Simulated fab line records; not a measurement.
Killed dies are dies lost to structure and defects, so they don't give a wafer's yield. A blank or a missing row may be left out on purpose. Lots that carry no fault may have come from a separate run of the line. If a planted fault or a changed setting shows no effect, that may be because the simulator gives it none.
What tool caused it? ; flow n5 finfet ; 8 lots with 23 wafers sampled at 5 steps, on a route of 1938 steps

== WHAT THE GAUGES SHOWED, per wafer ==
N5_FIN_SAQP_OVL_MEAS_17.
lot;measured;on;FIN_CORE_OVL (nm)
L981;day 1 21:43;overlay-02;0.6 0.4 -1.0
L982;day 2 04:15;overlay-01;-1.0 -0.1 -0.6
L987;day 3 09:41;overlay-01;0.8 -0.8 1.4
L989;day 3 21:44;overlay-01;0.4 0.1 1.6
L998;day 6 04:04;overlay-01;- - -
L999;day 6 11:10;overlay-02;- - -
L100;day 6 17:09;overlay-01;- - -
L104;day 7 16:11;overlay-01;1.5 1.7

== WHAT TOOL EACH LOT RAN ON (gives the tool, then ch and the chambers of the sampled wafers, and finally the start) ==
lot;N5_ZERO_LAYER_ETCH_17;N5_ZERO_LAYER_STRIP_24;N5_PMOS_HMC_CHANNEL_EPI_FIN_RECESS_16;N5_FIN_SAQP_PECVD_48
L981;rie diel-06 ch 0,2, day 1 12:50;plasma asher-01 ch 0,1, day 1 13:02;rie si-03 ch 1,2, day 1 17:44;pecvd-02 ch 0,2, day 1 21:04
L982;rie diel-04 ch 0,1,2, day 1 18:43;plasma asher-02 ch 1, day 1 18:54;rie si-02 ch 1,2,3, day 1 23:32;pecvd-04 ch 0,1, day 2 03:34
L987;rie diel-03 ch 2,3, day 3 00:50;plasma asher-01 ch 0,1, day 3 01:10;rie si-04 ch 0,2,3, day 3 06:02;pecvd-02 ch 0,1,2, day 3 09:03
L989;rie diel-04 ch 1,3, day 3 12:43;plasma asher-01 ch 0,1, day 3 12:53;rie si-03 ch 1,2,3, day 3 17:47;pecvd-01 ch 0,1,2, day 3 21:04
L998;rie diel-03 ch 0,2,3, day 5 18:51;plasma asher-01 ch 0,1, day 5 19:01;rie si-03 ch 0,1,3, day 6 00:02;pecvd-01 ch 0,1,2, day 6 03:25
L999;rie diel-06 ch 0,1,3, day 6 01:02;plasma asher-02 ch 0,1, day 6 01:12;rie si-03 ch 1,2,3, day 6 05:53;pecvd-01 ch 0,1, day 6 10:25
L100;rie diel-06 ch 0,2,3, day 6 06:48;plasma asher-01 ch 0,1, day 6 06:58;rie si-03 ch 0,2,3, day 6 12:58;pecvd-04 ch 0,1, day 6 16:34
L104;rie diel-06 ch 0,2, day 7 06:44;plasma asher-02 ch 0,1, day 7 06:55;rie si-02 ch 1,2, day 7 12:14;pecvd-04 ch 2, day 7 15:29
- N5_ZERO_LAYER_ETCH_17: etches SiO2 in CF4, target depth 12 nm, time 13.3 s.
- N5_ZERO_LAYER_STRIP_24: strips in O2.
- N5_PMOS_HMC_CHANNEL_EPI_FIN_RECESS_16: chemistry HBr/Cl2, target Si, target depth 54 nm, time 18 s.
- N5_FIN_SAQP_PECVD_48: deposits SiNx from SiH4/NH3/N2, target thk 25 nm, time 22.1 s.

== THE ANSWER, worked out from the rows above alone ==
Rule: the lots themselves supply what counts as usual. The widest of any qualifying gaps counts: lots, ordered by their means at a reading, are off when they make up no more than a third of the lots, leave a main group of 4 or more, and stand apart from it by 3 or more times the standard deviation of that group's means. The tables above print the reading to a certain number of digits; a main group whose means all agree to those digits is not used. Also off: a lot with no number at a reading for which 4 or more lots have one. Any other lot the step has rows for is counted as sound.
Off: L998, L999, L100, seen at N5_FIN_SAQP_OVL_MEAS_17 (FIN_CORE_OVL). Without a number there: L998, L999, L100. Main group: mean 0.4 nm, sd 0.72.
If a tool, at a process step before that reading, ran all the lots that are off and no sound lot after the first of them, it fits. Gauges at N5_FIN_SAQP_OVL_MEAS_17: tried the same way as those tools. One fits: N5_PMOS_HMC_CHANNEL_EPI_FIN_RECESS_16 on rie si-03. Its last sound lot is L989 (day 3 17:47), its first lot that is off L998 (day 6 00:02): a fault that began between those two fits.

== WHAT THE SIMULATOR PUT IN ==
Step skipped in full: rie si-03, at N5_PMOS_HMC_CHANNEL_EPI_FIN_RECESS_16, from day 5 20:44 onward. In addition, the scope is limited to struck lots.
Lots struck among those shown: L998, L999, L100. The rule given above showed the same thing.
